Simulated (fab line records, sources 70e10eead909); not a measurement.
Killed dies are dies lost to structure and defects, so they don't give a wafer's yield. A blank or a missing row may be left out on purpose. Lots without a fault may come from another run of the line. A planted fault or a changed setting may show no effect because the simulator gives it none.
Problem report in the 8D (eight disciplines) form, filled by code | flow nand_harc | the parts of the form that need people (team, actions taken, sign-off) are left out

1. THE PROBLEM
thk_nm at NHARC_A_ONON_D1_THK_MEAS_24 reads a mean of 1497 nm on 3 wafers of 2 lots; wafers without a fault read 1000 nm with a standard deviation of 9. That is +55 standard deviations from the usual mean.
The step: measures by ellipsometry.
First seen on wafer L107.1, day 14 23:33, on film_metro-01. The record holds 40 wafers of 14 lots with a number at this step. Rule for "out", or "out of limits": more than 4 standard deviations from the usual mean. The other wafers with a number count as sound.

2. WHAT IT IS AND WHAT IT IS NOT
question                    | is                           | is not
which readings at this step | thk_nm                       | -
which lots                  | L107, L108                   | L100, L109, L112, L991, L992, L993, L994, L995, L996, L997, L998, L999
which wafers of those lots  | L107.1, L107.3, L108.1       | L108.5
read on which gauges        | film_metro-01, film_metro-02 | -
when                        | from day 14 23:33            | up to then (30 sound wafers); but 7 sound wafers of L108, L109, L112 came after

3. SUSPECTS, AND WHAT RULES EACH OUT
Counting: a tool at a process step up to the reading stays a suspect if it ran every lot that is out. Sound lots after the first of them don't rule it out here, since some wafers of a struck lot are sound.
- the gauge at NHARC_A_ONON_D1_THK_MEAS_24: ruled out. The wafers that are out were read on 2 gauges (film_metro-01, film_metro-02).
- pecvd_onon-02 at NHARC_A_ONON_D1_DEP_22 (target thk 1000 nm): kept. It ran every lot that is out, first L107 (day 14 23:02); its last sound lot up to then is L100 (day 12 07:46).
Left after counting: pecvd_onon-02 at NHARC_A_ONON_D1_DEP_22.

4. THE CAUSE (what the simulator had put in)
Process parameter drift: pecvd_onon-02, from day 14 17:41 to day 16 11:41, at NHARC_A_ONON_D1_DEP_22. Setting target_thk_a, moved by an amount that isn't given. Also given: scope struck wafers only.
Counting left only this tool.

5. THE CHAIN OF EFFECTS, in route order
Each row: a reading whose mean over the struck wafers that have a number lies more than 3 standard deviations from the usual. Only readings for which the record gives a usual standard deviation are gone through. hours: the time from each lot's start at the first step in this table that gives one to its start at this step, as a median over the lots. sigmas: the change in usual standard deviations.
hours | step                        | reading | usual   | on struck wafers | change | sigmas
0     | NHARC_A_ONON_D1_THK_MEAS_24 | thk_nm  | 1000 nm | 1497             | +497   | +55
Later measuring or inspecting steps at which every struck wafer that the step has a row for has a number for every such reading, and none has moved that far: NHARC_A_ONON_D1_INSPECT_32.

6. WHAT WOULD HAVE CAUGHT IT SOONER
In this record the first reading out of limits at a measuring or inspecting step was taken at day 14 23:33, 6 hours after the fault began at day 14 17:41.
Of the lots that are out (2), L108 began NHARC_A_ONON_D1_DEP_22 on pecvd_onon-02 after day 14 23:33. A hold on the tool at that time would have spared it.
